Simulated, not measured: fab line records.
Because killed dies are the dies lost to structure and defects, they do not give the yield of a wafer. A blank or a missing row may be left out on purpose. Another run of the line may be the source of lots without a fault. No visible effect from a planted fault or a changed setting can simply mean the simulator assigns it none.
Problem report in the 8D (eight disciplines) form, filled by code + flow nand harc + the parts of the form that need people (team, actions taken, sign-off) are left out

1. PROBLEM STATEMENT
NHARC_A_BLC_SOFTBAKE_05, heater power total W: mean 175.45 W on 3 wafers (1 lot); fault-free wafers 188.45 W, standard deviation 0.14. Relative to the usual mean, that is a shift of -93 standard deviations.
The step: time 55 s.
First observed at day 25 02:00: wafer L262.1, on litho track-04. The record holds 39 wafers of 13 lots with a number at this step. By rule, "out" or "out of limits" means more than 4 standard deviations away from the usual mean. All remaining wafers that have a number are taken as sound.

2. WHAT THIS IS AND IS NOT
| question                    | is                     | is not                                                                                                              |
|-----------------------------|------------------------|---------------------------------------------------------------------------------------------------------------------|
| which readings at this step | heater power total W   | -                                                                                                                   |
| which lots                  | L262                   | L255, L256, L260, L264, L269, L270, L271, L272, L273, L274, L275, L278                                              |
| which wafers of those lots  | all that have a number | -                                                                                                                   |
| read on which tools         | litho track-04         | litho track-01, litho track-06                                                                                      |
| when                        | from day 25 02:00      | up to then (9 sound wafers); but 27 sound wafers of L264, L269, L270, L271, L272, L273, L274, L275, L278 came after |

3. THE SUSPECTS, EACH WITH WHAT RULES IT OUT
Counting: a tool at a process step up to the reading stays a suspect if it ran every lot that is out and no sound lot after the first of them.
- har cap etch-02 at NHARC_A_CONTACT_ETCH_138 (etches the open film in C4F8/O2/Ar, time 311 s, target depth 1914 nm): ruled out as a lasting fault. After its first lot that is out, L262 (day 24 23:19), sound lots L273, L274 ran on it.
- rie diel-04 at NHARC_A_CONTACT_ETCH_92 (etches the open film in CH3F/O2, target depth 40 nm, time 85.7 s): ruled out as a lasting fault. After its first lot that is out, L262 (day 25 00:10), sound lots L269, L270, L271, L273, L272 ran on it.
- litho track-04 at NHARC_A_BLC_SOFTBAKE_05 (time 55 s): kept. It ran the lot that is out, L262 (day 25 02:00), and no sound lot after that; its last sound lot up to then is L255 (day 23 03:00). On those wafers its own readings are out: heater power total W.
Remaining after the count: litho track-04 at NHARC_A_BLC_SOFTBAKE_05.

4. THE CAUSE (what the simulator had put in)
Drift in process parameters on litho track-04 at NHARC_A_BLC_SOFTBAKE_05, starting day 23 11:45. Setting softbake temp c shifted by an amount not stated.
Counting left only this tool.

5. THE CHAIN OF EFFECTS, in route order
Rows list readings where the struck wafers' mean (over those with a number) sits beyond 3 standard deviations from the usual. Scope: only readings with a usual standard deviation given in the record; hours: median across lots of the time from each lot's start at the first step in this table that gives one to its start at this step; sigmas: change in usual standard deviations.
| hours | step                    | reading              | usual    | on struck wafers | change | sigmas |
|-------|-------------------------|----------------------|----------|------------------|--------|--------|
| 0     | NHARC_A_BLC_SOFTBAKE_05 | heater power total W | 188.45 W | 175.45           | -13.00 | -93    |
It contains these process steps:
- NHARC_A_BLC_SOFTBAKE_05: time 55 s.
Later steps that measure or inspect, where all struck wafers having a row at the step show a number for every such reading and not one has moved that far: NHARC_END_SORT_01.

6. WHAT WOULD HAVE CAUGHT IT SOONER
The fault began at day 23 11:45; the first out-of-limits reading in this record came at day 25 02:00, 38 hours later.
